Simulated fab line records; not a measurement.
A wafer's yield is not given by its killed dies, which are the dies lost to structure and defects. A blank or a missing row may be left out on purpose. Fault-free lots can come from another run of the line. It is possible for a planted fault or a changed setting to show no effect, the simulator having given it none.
Chamber matching ; flow nand harc ; 4 sister chambers for NHARC_A_SGD_CUT_ETCH_58 on rie diel-09
The step etches the open film in CF4, target depth 39 nm, time 65 s. 27 wafers are shown with their chamber, then 12 later ones without.

EACH WAFER AND ITS CHAMBER
wafer;chamber;drypump motor current A (A);oes product au (a.u.);rf vpp V (V)
L074.2;2;6.3;0.978;153.7
L074.4;3;5.9;1.008;153.6
L074.5;0;5.9;1.006;151.1
L078.1;2;6.3;0.988;151.8
L078.3;1;6.7;0.991;150.8
L078.5;3;6.0;1.021;154.0
L082.1;2;6.3;0.991;152.6
L082.2;1;6.7;0.986;151.4
L082.3;0;5.9;0.997;152.2
L082.4;3;5.9;1.029;152.2
L082.5;0;5.9;0.997;152.9
L082.6;1;6.8;0.983;150.5
L085.1;3;5.9;1.024;153.0
L085.2;0;5.9;1.014;152.6
L085.6;0;5.9;1.000;151.7
L084.1;0;5.9;1.002;150.8
L084.2;1;6.7;0.982;152.7
L084.3;2;6.3;0.998;151.9
L086.1;2;6.3;0.984;151.5
L086.3;3;5.9;1.027;152.9
L086.6;2;6.3;0.986;151.4
L090.2;3;5.9;1.020;151.4
L090.3;0;5.9;1.005;151.3
L090.4;2;6.3;0.992;153.5
L089.1;1;6.7;0.977;152.6
L089.2;0;5.9;0.991;152.0
L089.5;1;6.7;0.981;152.6

SIGNATURES (means of the wafers above)
reading;chamber 0;chamber 1;chamber 2;chamber 3;scatter within a chamber
drypump motor current A;5.900;6.717;6.300;5.917;0.0269
oes product au;1.00150;0.98333;0.98814;1.02150;0.00652
rf vpp V;151.825;151.767;152.343;152.850;0.897
Rule: a wafer's distance from a chamber is the root of the sum, over the readings, of the square of ((its reading less the chamber's mean) divided by the reading's scatter). If the next closest chamber is less than 2 further off than the closest, the wafer can't be placed; otherwise it belongs to the closest. The scatter: take each reading less its chamber's mean, square it, sum over the shown wafers, divide by the number of wafers less the number of chambers, and take the root.

WAFERS WITHOUT THEIR CHAMBER
wafer;drypump motor current A (A);oes product au (a.u.);rf vpp V (V)
L093.3;5.9;1.027;153.0
L093.5;6.3;0.999;153.3
L093.6;6.7;0.986;151.7
L096.1;6.7;1.001;151.9
L096.3;6.0;1.027;151.8
L096.4;5.9;0.995;152.7
L095.2;5.9;1.018;152.0
L095.4;6.7;1.006;151.8
L095.5;5.9;1.006;152.4
L097.3;5.9;1.016;151.6
L097.4;6.7;0.985;152.9
L097.6;6.3;1.003;153.2

WHICH CHAMBER EACH WENT THROUGH
wafer;from the rows above;in truth
L093.3;3;3
L093.5;2;2
L093.6;1;1
L096.1;1;1
L096.3;can't be placed: 3 or 0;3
L096.4;0;0
L095.2;can't be placed: 3 or 0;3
L095.4;1;1
L095.5;can't be placed: 0 or 3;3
L097.3;can't be placed: 3 or 0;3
L097.4;1;1
L097.6;2;2
Correct placement for 8 of the 12. Not placeable from these rows: 4 (in 4, the candidates include the true chamber). Number placed wrongly: 0.
